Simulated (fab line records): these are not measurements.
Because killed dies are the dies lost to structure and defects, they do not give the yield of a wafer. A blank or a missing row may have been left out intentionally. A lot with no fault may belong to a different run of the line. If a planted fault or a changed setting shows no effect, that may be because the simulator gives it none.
The same fault as seen by 2 desks | flow n5_finfet | what lay behind the numbers comes last; until then each desk has only its own

== THE TOOL OWNER'S DESK: cmp-03 ==
The tool's own readings at N5_MOL_CONTACT_COAG_CMP_23 (polishes, stops on SiO2, t overpolish 1.5 s, target thk 0 nm): means of the sampled wafers that have a number, for each lot that ran on this tool. A lot is out of limits, marked OUT, if its mean lies more than 4 standard deviations from the usual mean; the brackets give that distance.
Columns: A = motor_current_A at N5_MOL_CONTACT_COAG_CMP_23, usual 8.1 A; B = overpolish_run_s at N5_MOL_CONTACT_COAG_CMP_23, usual 1.501 s; C = pad_life_wafers at N5_MOL_CONTACT_COAG_CMP_23, usual 1464; D = platen_rpm at N5_MOL_CONTACT_COAG_CMP_23, usual 50.29 rpm; E = time_to_endpoint_s at N5_MOL_CONTACT_COAG_CMP_23, usual 7.9 s
lot  | first seen here | A   | B     | C    | D                       | E
L556 | day 6 07:19     | 8.4 | 1.494 | 1226 | 50.29                   | 7.5
L562 | day 8 03:54     | 7.9 | 1.501 | 1610 | 50.27                   | 9.0
L563 | day 8 06:48     | 8.3 | 1.508 | 1646 | 50.30                   | 6.8
L565 | day 8 16:37     | 7.6 | 1.503 | 1741 | 50.30                   | 7.7
L566 | day 8 23:12     | 7.7 | 1.500 | 1784 | 50.31                   | 6.7
L571 | day 10 02:28    | 7.7 | 1.499 | 2011 | 55.32 (+99 or more) OUT | 5.1
L573 | day 10 12:42    | 7.8 | 1.504 | 2082 | 55.33 (+99 or more) OUT | 5.8
This desk's finding: out of limits on L571, L573; first on L571, day 10 02:28 (platen_rpm at N5_MOL_CONTACT_COAG_CMP_23). In limits: L556, L562, L563, L565, L566.

== THE DEFECT DESK ==
Counts from the inspections along the route, per lot, as means over the sampled wafers that have a number. A lot is out of limits, marked OUT, if its mean lies more than 4 standard deviations from the usual mean; the brackets give that distance.
Columns: A = raw_defect_count at N5_MOL_CONTACT_COAG_INSPECT_10, usual 72
lot  | first seen here | A
L555 | day 5 15:32     | 40
L556 | day 6 00:49     | 56
L558 | day 6 12:53     | 92
L560 | day 7 04:32     | 53
L562 | day 7 22:16     | 62
L563 | day 8 01:00     | 73
L565 | day 8 10:10     | 75
L566 | day 8 15:52     | 55
L571 | day 9 21:18     | 79
L573 | day 10 07:23    | 59
L574 | day 10 13:46    | 114
Finding of this desk: none of the 11 lots has anything out of limits.

== ALL TOGETHER ==
An alarm could have come from the tool owner's desk at day 10 02:28, on L571, L573.
The defect desk saw nothing out of limits.
The defect desk has L571, L573 on record, within its limits.
Every lot named ran N5_MOL_CONTACT_COAG_CMP_23 on cmp-03.

== WHAT THE SIMULATOR HAD PUT IN ==
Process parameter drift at N5_MOL_CONTACT_COAG_CMP_23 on cmp-03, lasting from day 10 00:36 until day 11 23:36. From 50.289, the setting platen_rpm moved by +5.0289. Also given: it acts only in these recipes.
Lots struck among those shown: L571, L573.
Hours from the fault's start to each desk's first reading out of limits: the tool owner's desk, 2.
